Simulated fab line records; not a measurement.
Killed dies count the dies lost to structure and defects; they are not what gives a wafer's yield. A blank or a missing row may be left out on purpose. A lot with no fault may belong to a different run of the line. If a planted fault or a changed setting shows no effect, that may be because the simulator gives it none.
Check of tool commonality	flow n5 finfet	Lots sampled 10, wafers sampled 26

== REASON IT WAS OPENED ==
At N5_HKMG_FIN_INSPECT_14 the reading raw defect count is flagged on 3 of 10 lots. No-fault wafers: 1.9, standard deviation 1.5.
Rule: a lot is flagged in two cases, either no wafer of it has a number, or all its wafers with numbers fall more than 4 standard deviations from that mean. The other lots count as sound.

lot	measured	on	raw defect count, wafer by wafer	flag
L551	day 4 11:37	defect inspect-01	3 1	
L552	day 4 18:06	defect inspect-02	3 2	
L553	day 4 23:22	defect inspect-01	2 5	
L557	day 5 23:19	defect inspect-01	7 2	
L564	day 7 16:11	defect inspect-02	17 20 22	FLAGGED
L565	day 7 21:07	defect inspect-02	17 27 14	FLAGGED
L566	day 8 02:09	defect inspect-01	19 22 17	FLAGGED
L571	day 9 10:01	defect inspect-02	2 1 2	
L572	day 9 17:38	defect inspect-01	2 1 3	
L573	day 9 20:02	defect inspect-01	1 1 2	
On average the flagged lots' numbers are 19.4, which is +17.5 against the usual, or +12 standard deviations.

== TOOL THAT RAN EACH LOT ==
Before the reading, the record contains 4 process steps out of a 1938-step route. Each cell gives the tool, then ch followed by the chambers the sampled wafers passed through, then the start.
lot	flag	N5_HKMG_FIN_HK_ANNEAL_02	N5_HKMG_FIN_ETCH_54	N5_HKMG_FIN_STRIP_60	N5_HKMG_FIN_CVD_62
L551		rtp anneal-02 ch 0, day 4 07:28	rie diel-05 ch 1,2, day 4 08:19	plasma asher-01 ch 0,1, day 4 09:09	thermal cvd si-01 ch 1,2, day 4 10:00
L552		rtp anneal-02 ch 0, day 4 13:55	rie diel-04 ch 1,3, day 4 14:38	plasma asher-01 ch 0, day 4 15:29	thermal cvd si-02 ch 0, day 4 16:29
L553		rtp anneal-01 ch 0, day 4 19:07	rie diel-06 ch 0,1, day 4 19:58	plasma asher-02 ch 0,1, day 4 20:48	thermal cvd si-01 ch 1,2, day 4 21:39
L557		rtp anneal-01 ch 0, day 5 19:11	rie diel-06 ch 0,3, day 5 20:08	plasma asher-02 ch 0, day 5 20:59	thermal cvd si-01 ch 0, day 5 21:50
L564	FLAGGED	rtp anneal-01 ch 0, day 7 12:03	rie diel-06 ch 1,2, day 7 12:58	plasma asher-02 ch 0,1, day 7 13:56	thermal cvd si-01 ch 0,2, day 7 14:40
L565	FLAGGED	rtp anneal-01 ch 0, day 7 17:02	rie diel-05 ch 1,2, day 7 17:48	plasma asher-02 ch 0,1, day 7 18:38	thermal cvd si-02 ch 0,1,2, day 7 19:29
L566	FLAGGED	rtp anneal-02 ch 0, day 7 22:11	rie diel-05 ch 0,1,2, day 7 22:54	plasma asher-02 ch 0,1, day 7 23:45	thermal cvd si-01 ch 1,2, day 8 00:35
L571		rtp anneal-01 ch 0, day 9 05:32	rie diel-06 ch 0,1,3, day 9 06:26	plasma asher-01 ch 0,1, day 9 07:34	thermal cvd si-02 ch 1,2, day 9 08:25
L572		rtp anneal-02 ch 0, day 9 12:37	rie diel-04 ch 1,2,3, day 9 13:52	plasma asher-01 ch 0,1, day 9 14:53	thermal cvd si-01 ch 0,2, day 9 15:44
L573		rtp anneal-02 ch 0, day 9 15:41	rie diel-05 ch 0,1,3, day 9 16:44	plasma asher-01 ch 0,1, day 9 17:35	thermal cvd si-02 ch 0,1,2, day 9 18:26
What is done by these steps:
- N5_HKMG_FIN_HK_ANNEAL_02: time 30 s.
- N5_HKMG_FIN_ETCH_54: etches SiARC in CF4, target depth 45.5 nm, time 75.8 s.
- N5_HKMG_FIN_STRIP_60: strips in N2/H2, time 360 s.
- N5_HKMG_FIN_CVD_62: deposits a-Si from Si2H6, target thk 3 nm, time 20.8 s.
- N5_HKMG_FIN_INSPECT_14: inspects for defects (macro).

== FLAGGED OVER TOTAL, TOOL BY TOOL (the gauges that took the reading come last) ==
step	tool	lots run	flagged	share of the flagged lots	sound lots run after its first flagged lot
N5_HKMG_FIN_HK_ANNEAL_02	rtp anneal-01	5	2	some	1 (L571)
N5_HKMG_FIN_HK_ANNEAL_02	rtp anneal-02	5	1	some	2 (L572,L573)
N5_HKMG_FIN_ETCH_54	rie diel-04	2	0	none	-
N5_HKMG_FIN_ETCH_54	rie diel-05	4	2	some	1 (L573)
N5_HKMG_FIN_ETCH_54	rie diel-06	4	1	some	1 (L571)
N5_HKMG_FIN_STRIP_60	plasma asher-01	5	0	none	-
N5_HKMG_FIN_STRIP_60	plasma asher-02	5	3	all	0
N5_HKMG_FIN_CVD_62	thermal cvd si-01	6	2	some	1 (L572)
N5_HKMG_FIN_CVD_62	thermal cvd si-02	4	1	some	2 (L571,L573)
N5_HKMG_FIN_INSPECT_14	defect inspect-01	6	1	some	2 (L572,L573)
N5_HKMG_FIN_INSPECT_14	defect inspect-02	4	2	some	1 (L571)

== WHAT IS ALLOWED BY THE TABLE ==
Rows of the table that ran each flagged lot: 1, that is plasma asher-02 at N5_HKMG_FIN_STRIP_60.
- plasma asher-02 at N5_HKMG_FIN_STRIP_60: 3 of its 5 lots flagged. A fault beginning between L557 (day 5 20:59), its last sound lot, and L564 (day 7 13:56), its first flagged one, fits the data. On the flagged lots its readings are blank where sound lots have values: drypump motor current A, h2 flow sccm, heater power w, n2 flow sccm and 1 more.
What remains is a single tool, plasma asher-02 at N5_HKMG_FIN_STRIP_60.

== WHAT THE SIMULATOR HAD INSERTED ==
Step skipped in full: plasma asher-02, at N5_HKMG_FIN_STRIP_60, from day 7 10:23 onward. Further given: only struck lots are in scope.
Lots struck among those shown: L564, L565, L566. The rule given above showed the same thing.
